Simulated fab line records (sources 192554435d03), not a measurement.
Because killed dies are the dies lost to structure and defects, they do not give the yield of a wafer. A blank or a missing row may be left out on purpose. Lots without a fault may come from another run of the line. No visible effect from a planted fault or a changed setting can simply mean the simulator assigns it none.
Chamber matching | flow n5Finfet | rieDiel-04 running N5_HKMG_FIN_ETCH_58: 4 sister chambers
The step etches SOC in N2/H2, target depth 215.8 nm, time 741 s. 8 wafers are shown with their chamber, then 8 later ones without.

## WAFERS PAIRED WITH THEIR CHAMBERS
wafer  | chamber | drypumpMotorCurrentA (A) | showerheadPlenumPTorr (Torr)
L089.3 | 2       | 4.8                      | 2.47
L089.4 | 1       | 5.3                      | 2.61
L090.2 | 3       | 5.6                      | 2.42
L090.4 | 0       | 5.9                      | 2.42
L092.2 | 2       | 4.8                      | 2.47
L092.5 | 0       | 5.8                      | 2.42
L092.6 | 3       | 5.6                      | 2.42
L094.4 | 1       | 5.3                      | 2.60

## WAFERS WHOSE CHAMBER IS MISSING
wafer  | drypumpMotorCurrentA (A) | showerheadPlenumPTorr (Torr)
L094.5 | 5.3                      | 2.60
L094.6 | 4.8                      | 2.47
L095.2 | 5.6                      | 2.42
L095.4 | 4.8                      | 2.47
L095.5 | 5.3                      | 2.60
L097.4 | 5.8                      | 2.42
L097.5 | 4.8                      | 2.47
L097.6 | 5.3                      | 2.60

## THE CHAMBER EACH PASSED THROUGH
wafer  | from the rows above | in truth
L094.5 | 1                   | 1
L094.6 | 2                   | 2
L095.2 | 3                   | 3
L095.4 | 2                   | 2
L095.5 | 1                   | 1
L097.4 | 0                   | 0
L097.5 | 2                   | 2
L097.6 | 1                   | 1
Placed correctly: 8 of 8. From these rows, 0 cannot be placed. Placed wrongly: 0.
How it was worked out, from the rows above alone: a wafer's distance from a chamber is the root of the sum, over the readings, of the square of ((its reading less the chamber's mean) divided by the reading's scatter). If the next closest chamber is less than 2 further off than the closest, the wafer can't be placed; otherwise it belongs to the closest. A chamber's mean is the mean of its shown wafers. The scatter: the root of (the sum of the squares of (reading less its chamber's mean) over the shown wafers, divided by (wafers less chambers)).
